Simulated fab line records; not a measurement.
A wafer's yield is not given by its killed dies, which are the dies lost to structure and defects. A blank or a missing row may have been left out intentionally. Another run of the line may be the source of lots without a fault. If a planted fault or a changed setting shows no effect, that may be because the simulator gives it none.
Matching of chambers / flow nand-harc / NHARC_P_GATE_ETCH_32 on rie-si-06 has 4 sister chambers
The step etches the open film in HBr/Cl2, target depth 150 nm, time 100.1 s. 7 wafers are shown with their chamber, then 8 later ones without.

## WAFERS WITH THEIR CHAMBER
wafer=L809.2; chamber=2; drypump-motor-current-A (A)=5.7; oes-product-au (a.u.)=0.990
wafer=L809.5; chamber=2; drypump-motor-current-A (A)=5.8; oes-product-au (a.u.)=0.984
wafer=L818.6; chamber=0; drypump-motor-current-A (A)=6.0; oes-product-au (a.u.)=0.995
wafer=L819.2; chamber=3; drypump-motor-current-A (A)=6.3; oes-product-au (a.u.)=0.994
wafer=L819.3; chamber=1; drypump-motor-current-A (A)=4.8; oes-product-au (a.u.)=0.983
wafer=L819.6; chamber=1; drypump-motor-current-A (A)=4.8; oes-product-au (a.u.)=0.994
wafer=L821.1; chamber=3; drypump-motor-current-A (A)=6.3; oes-product-au (a.u.)=0.981

## WAFERS WITH NO CHAMBER GIVEN
wafer=L821.3; drypump-motor-current-A (A)=6.0; oes-product-au (a.u.)=0.995
wafer=L821.5; drypump-motor-current-A (A)=6.0; oes-product-au (a.u.)=0.986
wafer=L823.2; drypump-motor-current-A (A)=6.0; oes-product-au (a.u.)=0.985
wafer=L823.4; drypump-motor-current-A (A)=5.7; oes-product-au (a.u.)=0.994
wafer=L823.5; drypump-motor-current-A (A)=6.0; oes-product-au (a.u.)=0.990
wafer=L824.3; drypump-motor-current-A (A)=4.8; oes-product-au (a.u.)=0.983
wafer=L824.5; drypump-motor-current-A (A)=5.8; oes-product-au (a.u.)=0.985
wafer=L824.6; drypump-motor-current-A (A)=6.3; oes-product-au (a.u.)=0.977

## THE CHAMBER EACH PASSED THROUGH
wafer=L821.3; from the rows above=0; in truth=0
wafer=L821.5; from the rows above=0; in truth=0
wafer=L823.2; from the rows above=0; in truth=0
wafer=L823.4; from the rows above=2; in truth=2
wafer=L823.5; from the rows above=0; in truth=0
wafer=L824.3; from the rows above=1; in truth=1
wafer=L824.5; from the rows above=2; in truth=2
wafer=L824.6; from the rows above=3; in truth=3
Correctly placed: 8 of 8. Left unplaced by these rows: 0. Placed wrongly: 0.
How it was worked out, from the rows above alone: a wafer's distance from a chamber is the root of the sum, over the readings, of the square of ((its reading less the chamber's mean) divided by the reading's scatter). If the next closest chamber is less than 2 further off than the closest, the wafer can't be placed; otherwise it belongs to the closest. The mean given for a chamber averages the wafers shown for that chamber. The scatter is the square root of a quotient: the sum, over the shown wafers, of each reading's squared deviation from its chamber's mean, divided by wafers minus chambers.
